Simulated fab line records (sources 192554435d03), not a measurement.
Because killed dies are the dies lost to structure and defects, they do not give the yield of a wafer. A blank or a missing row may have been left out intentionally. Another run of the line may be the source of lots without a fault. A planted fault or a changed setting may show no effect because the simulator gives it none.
One fault through the eyes of 2 desks :: flow n5-finfet :: each desk holds nothing but its own numbers, with what lay behind them at the end

## THE DEFECT DESK
Counts from the inspections along the route, per lot, as means over the sampled wafers that have a number. The brackets show how far a lot's mean lies from the usual mean; more than 4 standard deviations puts the lot out of limits, marked OUT.
Columns: A = raw-defect-count at N5_BEOL_M6_INSPECT_30, usual 404
lot: L546
first seen here: day 8 10:31
A: 418

lot: L548
first seen here: day 8 17:03
A: 353

lot: L549
first seen here: day 9 17:46
A: 444

lot: L551
first seen here: day 9 23:09
A: 387

lot: L550
first seen here: day 10 01:29
A: 350

lot: L553
first seen here: day 10 04:01
A: 294

lot: L559
first seen here: day 12 01:47
A: 414

lot: L563
first seen here: day 12 19:10
A: 402

lot: L565
first seen here: day 13 04:58
A: 515

lot: L566
first seen here: day 13 12:40
A: 402

lot: L568
first seen here: day 14 13:19
A: 387
This desk's verdict: no lot among the 11 shows anything out of limits.

## AT THE METROLOGY DESK
Lot by lot, what the gauges showed, no matter which tool ran the lot: averages of those sampled wafers that carry a number. The brackets show how far a lot's mean lies from the usual mean; more than 4 standard deviations puts the lot out of limits, marked OUT.
Columns: A = cd-nm at N5_BEOL_M6_CD_MEAS_28, usual 39.96 nm
lot: L546
first seen here: day 8 10:26
A: 40.13

lot: L548
first seen here: day 8 16:58
A: 39.97

lot: L549
first seen here: day 9 17:40
A: 40.05

lot: L551
first seen here: day 9 23:04
A: 39.76

lot: L550
first seen here: day 10 01:24
A: 39.82

lot: L553
first seen here: day 10 03:56
A: 40.06

lot: L559
first seen here: day 12 01:41
A: 40.85 (+4.7) OUT

lot: L563
first seen here: day 12 19:05
A: 40.08

lot: L565
first seen here: day 13 04:53
A: 39.83

lot: L566
first seen here: day 13 12:35
A: 40.02

lot: L568
first seen here: day 14 13:14
A: 40.00
Finding of this desk: L559 out of limits; the first was L559 at day 12 01:41, on cd-nm at N5_BEOL_M6_CD_MEAS_28. L546, L548, L549, L551, L550, L553, L563, L565, L566, L568: within limits.

## PUT TOGETHER
The metrology desk could have raised an alarm at day 12 01:41, on L559.
Nothing out of limits was seen by the defect desk.
The defect desk has L559 on record, within its limits.
Every lot named ran N5_BEOL_M6_EXPOSE_25 on euv-scanner-02.

## WHAT HAD BEEN PUT IN BY THE SIMULATOR
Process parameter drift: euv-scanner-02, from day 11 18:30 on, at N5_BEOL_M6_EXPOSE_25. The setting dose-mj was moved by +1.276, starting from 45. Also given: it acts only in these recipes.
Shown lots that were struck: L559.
Time in hours between the start of the fault and the first out-of-limits reading at each desk: metrology desk, 7.
